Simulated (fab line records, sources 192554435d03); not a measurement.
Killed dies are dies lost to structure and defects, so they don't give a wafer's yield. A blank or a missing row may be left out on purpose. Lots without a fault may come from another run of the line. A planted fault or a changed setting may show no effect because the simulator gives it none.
Chamber matching | flow n5_finfet | N5_BEOL_M3_PECVD_72 on pecvd-04: 3 sister chambers
The step deposits SiO2 from TEOS/O2, target thk 16 nm, time 18 s. 3 wafers are shown with their chamber, then 9 later ones without.

WAFERS WITH THEIR CHAMBER
wafer  | chamber | throttle_valve_pct (%)
L086.6 | 0       | 27.5
L090.1 | 2       | 20.5
L090.4 | 1       | 22.7

WAFERS WITHOUT THEIR CHAMBER
wafer  | throttle_valve_pct (%)
L091.1 | 22.6
L091.2 | 28.0
L091.5 | 22.8
L093.1 | 27.7
L093.4 | 28.0
L093.5 | 20.8
L097.1 | 28.2
L097.5 | 21.0
L097.6 | 28.2

WHICH CHAMBER EACH WENT THROUGH
wafer  | from the rows above | in truth
L091.1 | 1                   | 1
L091.2 | 0                   | 0
L091.5 | 1                   | 1
L093.1 | 0                   | 0
L093.4 | 0                   | 0
L093.5 | 2                   | 2
L097.1 | 0                   | 0
L097.5 | 2                   | 2
L097.6 | 0                   | 0
Placed correctly: 9 of 9. Can't be placed from these rows: 0. Placed wrongly: 0.
How it was worked out, from the rows above alone: a wafer's distance from a chamber is the root of the sum, over the readings, of the square of ((its reading less the chamber's mean) divided by the reading's scatter). The wafer belongs to the nearest chamber; if the next one is less than 2 further off, it can't be placed. A chamber's mean is the mean of its shown wafers. The scatter: with one shown wafer a chamber, the root of the mean of the squares of how far each hidden wafer lies from its nearest shown one.
